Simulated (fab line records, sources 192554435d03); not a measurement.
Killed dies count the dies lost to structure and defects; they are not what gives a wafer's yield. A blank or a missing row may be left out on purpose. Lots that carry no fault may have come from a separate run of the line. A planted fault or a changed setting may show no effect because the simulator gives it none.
Which tool is to blame?	flow n5Finfet	21 wafers from 7 lots sampled at 7 of the route's 1938 steps

== WHAT THE GAUGES SHOWED, per wafer ==
N5_BEOL_M0_SAQP_CD_MEAS_25 targets a cd of 13.1 nm.
lot	measured	on	cdNm (nm)
L482	day 6 06:04	cdSem-02	12.59 12.73 13.02
L485	day 7 09:19	cdSem-01	12.80 12.75 12.64
L487	day 7 13:58	cdSem-01	12.83 13.14 12.82
L490	day 8 12:29	cdSem-02	12.66 12.99 12.85
L496	day 9 22:45	cdSem-02	- - -
L499	day 10 17:56	cdSem-01	12.64 12.82 12.71
L502	day 11 08:44	cdSem-02	12.68 12.72 13.09

== WHAT TOOL EACH LOT RAN ON (gives the tool, then ch and the chambers of the sampled wafers, and finally the start) ==
lot	N5_BEOL_M0_SAQP_PECVD_03	N5_BEOL_M0_SAQP_PECVD_97	N5_BEOL_M0_SAQP_DESCUM_19	N5_BEOL_M0_SAQP_HM_OPEN_112	N5_BEOL_M0_SAQP_MANDREL_ETCH_20	N5_BEOL_M0_SAQP_MANDREL1_REMOVE_100
L482	pecvd-02 ch 1,2, day 6 03:35	pecvd-02 ch 1,2, day 6 03:40	rieDiel-04 ch 1,2, day 6 04:29	rieDiel-04 ch 1,2, day 6 04:40	rieSi-04 ch 0,1,2, day 6 04:46	rieSi-02 ch 0,3, day 6 05:57
L485	pecvd-03 ch 0,1, day 7 07:03	pecvd-03 ch 0,1, day 7 07:08	rieDiel-05 ch 0,2, day 7 07:43	rieDiel-05 ch 0,2, day 7 07:54	rieSi-06 ch 1,2,3, day 7 07:59	rieSi-06 ch 0,1,2, day 7 09:13
L487	pecvd-04 ch 0,2, day 7 10:32	pecvd-04 ch 0,2, day 7 10:37	rieDiel-05 ch 0,2, day 7 11:13	rieDiel-05 ch 0,2, day 7 11:25	rieSi-06 ch 0,2, day 7 11:30	rieSi-06 ch 1,2, day 7 13:51
L490	pecvd-02 ch 0,1,2, day 8 08:31	pecvd-02 ch 0,1,2, day 8 08:35	rieDiel-04 ch 0,1,3, day 8 09:36	rieDiel-04 ch 0,1,3, day 8 09:47	rieSi-06 ch 0,1, day 8 09:52	rieSi-02 ch 0,2,3, day 8 12:22
L496	pecvd-03 ch 0,1,2, day 9 20:10	pecvd-03 ch 0,1,2, day 9 20:15	rieDiel-01 ch 0,1,2, day 9 20:59	rieDiel-01 ch 0,1,2, day 9 21:10	rieSi-02 ch 2,3, day 9 21:15	rieSi-04 ch 1,3, day 9 22:38
L499	pecvd-04 ch 0,1,2, day 10 15:31	pecvd-04 ch 0,1,2, day 10 15:36	rieDiel-01 ch 2,3, day 10 16:18	rieDiel-01 ch 2,3, day 10 16:29	rieSi-06 ch 2,3, day 10 16:35	rieSi-06 ch 1,2,3, day 10 17:50
L502	pecvd-03 ch 0,2, day 11 05:56	pecvd-03 ch 0,2, day 11 06:01	rieDiel-05 ch 0,1,2, day 11 06:35	rieDiel-05 ch 0,1,2, day 11 06:47	rieSi-06 ch 1,2,3, day 11 06:52	rieSi-06 ch 2,3, day 11 08:38
- N5_BEOL_M0_SAQP_PECVD_03: deposits SiCN from 3MS/NH3, target thk 12 nm, time 21.1 s.
- N5_BEOL_M0_SAQP_PECVD_97: deposits SiNx from SiH4/NH3/N2, target thk 23 nm, time 19.9 s.
- N5_BEOL_M0_SAQP_DESCUM_19: chemistry O2, time 7.9 s.
- N5_BEOL_M0_SAQP_HM_OPEN_112: chemistry CHF3/O2, target SiO2, stops on a-Si, target depth 12 nm, time 13.5 s.
- N5_BEOL_M0_SAQP_MANDREL_ETCH_20: etches a-Si in HBr/Cl2, stops on SiNx, target depth 60 nm, bt time 10 s, time 30 s.
- N5_BEOL_M0_SAQP_MANDREL1_REMOVE_100: chemistry HBr/Cl2/O2, target a-Si, stops on SiNx, bt time 10 s.

== THE ANSWER, worked out from the rows above alone ==
Rule: the usual values come from the lots themselves. The widest of any qualifying gaps counts: lots, ordered by their means at a reading, are off when they make up no more than a third of the lots, leave a main group of 4 or more, and stand apart from it by 3 or more times the standard deviation of that group's means. The tables above print the reading to a certain number of digits; a main group whose means all agree to those digits is not used. Also off: a lot with no number at a reading for which 4 or more lots have one. Where the step has rows for the other lots, those lots are counted as sound.
Off at N5_BEOL_M0_SAQP_CD_MEAS_25 (cdNm): L496. Without a number there: L496. For the main group the mean is 12.80 nm and the standard deviation 0.071.
A tool fits if, at a process step before that reading, it ran every lot that is off, and no sound lot after the first of them. The gauges at N5_BEOL_M0_SAQP_CD_MEAS_25 are tried like those tools. Undecided on this evidence; 2 tools fit (rieSi-02 at N5_BEOL_M0_SAQP_MANDREL_ETCH_20, rieSi-04 at N5_BEOL_M0_SAQP_MANDREL1_REMOVE_100).

== WHAT HAD BEEN PUT IN BY THE SIMULATOR ==
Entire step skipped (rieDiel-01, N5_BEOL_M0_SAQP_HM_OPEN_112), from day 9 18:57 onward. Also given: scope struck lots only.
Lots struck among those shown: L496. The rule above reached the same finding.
